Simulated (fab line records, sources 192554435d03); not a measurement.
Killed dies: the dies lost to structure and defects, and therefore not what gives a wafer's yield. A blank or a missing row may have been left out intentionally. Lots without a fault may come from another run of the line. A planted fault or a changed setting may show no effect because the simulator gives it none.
Lot-split experiment / flow n5_finfet / route with 1938 steps; 7 lots, 21 wafers read

SPLIT DETAILS
At N5_GATE_CUT_ETCH_58 (etches SiNx in CH3F/O2, target depth 17 nm, time 128.6 s), the setting source_w was moved away from the recipe's 415 W on 4 of the 21 wafers read, by -14.8% to +17.3%. For the rest of the wafers, this setting stayed at what the recipe calls for.

The reading is taken at the split's own step.

THE READING
rf_vpp_V, in V, at N5_GATE_CUT_ETCH_58 (etches SiNx in CH3F/O2, target depth 17 nm, time 128.6 s). Fault-free wafers of this fab line usually give 99.1 V, standard deviation 0.83 V.

wafer=L079.1; tool, chamber at the split=rie_diel-04, 2; source_w as run, W=415; against the recipe=recipe; rf_vpp_V, V=98.2; against lot-mates on the recipe=-
wafer=L079.3; tool, chamber at the split=rie_diel-04, 0; source_w as run, W=415; against the recipe=recipe; rf_vpp_V, V=98.4; against lot-mates on the recipe=-
wafer=L079.6; tool, chamber at the split=rie_diel-04, 2; source_w as run, W=415; against the recipe=recipe; rf_vpp_V, V=99.1; against lot-mates on the recipe=-
wafer=L080.1; tool, chamber at the split=rie_diel-06, 2; source_w as run, W=415; against the recipe=recipe; rf_vpp_V, V=99.8; against lot-mates on the recipe=-
wafer=L080.3; tool, chamber at the split=rie_diel-06, 2; source_w as run, W=458.1; against the recipe=+10.4%; rf_vpp_V, V=95.9; against lot-mates on the recipe=-3.0
wafer=L080.5; tool, chamber at the split=rie_diel-06, 2; source_w as run, W=415; against the recipe=recipe; rf_vpp_V, V=98.1; against lot-mates on the recipe=-
wafer=L090.2; tool, chamber at the split=rie_diel-04, 3; source_w as run, W=353.5; against the recipe=-14.8%; rf_vpp_V, V=105.1; against lot-mates on the recipe=+5.4
wafer=L090.3; tool, chamber at the split=rie_diel-04, 1; source_w as run, W=415; against the recipe=recipe; rf_vpp_V, V=99.9; against lot-mates on the recipe=-
wafer=L090.4; tool, chamber at the split=rie_diel-04, 1; source_w as run, W=415; against the recipe=recipe; rf_vpp_V, V=99.5; against lot-mates on the recipe=-
wafer=L093.1; tool, chamber at the split=rie_diel-03, 1; source_w as run, W=415; against the recipe=recipe; rf_vpp_V, V=99.6; against lot-mates on the recipe=-
wafer=L093.2; tool, chamber at the split=rie_diel-03, 0; source_w as run, W=415; against the recipe=recipe; rf_vpp_V, V=96.6; against lot-mates on the recipe=-
wafer=L093.4; tool, chamber at the split=rie_diel-03, 2; source_w as run, W=415; against the recipe=recipe; rf_vpp_V, V=99.4; against lot-mates on the recipe=-
wafer=L095.3; tool, chamber at the split=rie_diel-03, 3; source_w as run, W=486.8; against the recipe=+17.3%; rf_vpp_V, V=94.6; against lot-mates on the recipe=-4.9
wafer=L095.5; tool, chamber at the split=rie_diel-03, 1; source_w as run, W=415; against the recipe=recipe; rf_vpp_V, V=99.5; against lot-mates on the recipe=-
wafer=L095.6; tool, chamber at the split=rie_diel-03, 0; source_w as run, W=415; against the recipe=recipe; rf_vpp_V, V=99.4; against lot-mates on the recipe=-
wafer=L096.1; tool, chamber at the split=rie_diel-04, 1; source_w as run, W=415; against the recipe=recipe; rf_vpp_V, V=98.9; against lot-mates on the recipe=-
wafer=L096.3; tool, chamber at the split=rie_diel-04, 2; source_w as run, W=415; against the recipe=recipe; rf_vpp_V, V=97.8; against lot-mates on the recipe=-
wafer=L096.5; tool, chamber at the split=rie_diel-04, 1; source_w as run, W=415; against the recipe=recipe; rf_vpp_V, V=101.4; against lot-mates on the recipe=-
wafer=L097.3; tool, chamber at the split=rie_diel-06, 1; source_w as run, W=378; against the recipe=-8.9%; rf_vpp_V, V=102.3; against lot-mates on the recipe=+3.5
wafer=L097.5; tool, chamber at the split=rie_diel-06, 3; source_w as run, W=415; against the recipe=recipe; rf_vpp_V, V=98.7; against lot-mates on the recipe=-
wafer=L097.6; tool, chamber at the split=rie_diel-06, 0; source_w as run, W=415; against the recipe=recipe; rf_vpp_V, V=99.0; against lot-mates on the recipe=-

THE FIT
A straight line over all 21 wafers: rf_vpp_V changes by -0.324 V for each +1% of source_w; r = -0.89; the points scatter about the line by 1 V.
The same after taking each lot's own level away (the mean of its wafers on the recipe; 21 wafers): -0.321 V for each +1%; r = -0.91; scatter 0.9 V.
On that fit, the largest move of source_w shifts the reading by 5.6 V.
The lots' own levels span 98.53 to 99.70 V, that is 1.4 times the standard deviation above.
The two slopes are in agreement: the lot-to-lot level therefore moves the slope only a little.
Check: -5.97 V against its lot-mates is what the line predicts for one of the wafers moved furthest among these (+17.3%) when that wafer is left out of the fit. Against them it came out at -4.85 V.
Tool readings at the split's step, against how far the setting was moved: rf_vpp_V r = -0.89.

OTHER SPLITS APPLIED TO THESE WAFERS
Other splits were also applied to these wafers ahead of the reading. Each is held against what the fit with the lots' levels taken away leaves over:
other split on the same wafers=N5_HKMG_FIN_EXPOSE_09 dose_mj; wafers away from the commonest value=7; r with rf_vpp_V (lot level and that fit taken away)=-0.06

THE WHOLE CHAIN: every reading that the file lists as answering this split, in the file's order
step=N5_GATE_CUT_ETCH_58; what it does=etches SiNx in CH3F/O2, target depth 17 nm, time 128.6 s; reading=rf_vpp_V; change (the file's fit)=-0.319 V for each +1% of the setting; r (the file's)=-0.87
step=N5_GATE_CUT_ETCH_58; what it does=etches SiNx in CH3F/O2, target depth 17 nm, time 128.6 s; reading=etch.depth_nm (the simulator's own value, which no gauge read); change (the file's fit)=+0.0545 nm for each +1% of the setting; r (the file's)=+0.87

THE FILE'S OWN FIT
rf_vpp_V changes by -0.319 V for each +1% of source_w, r = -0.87.
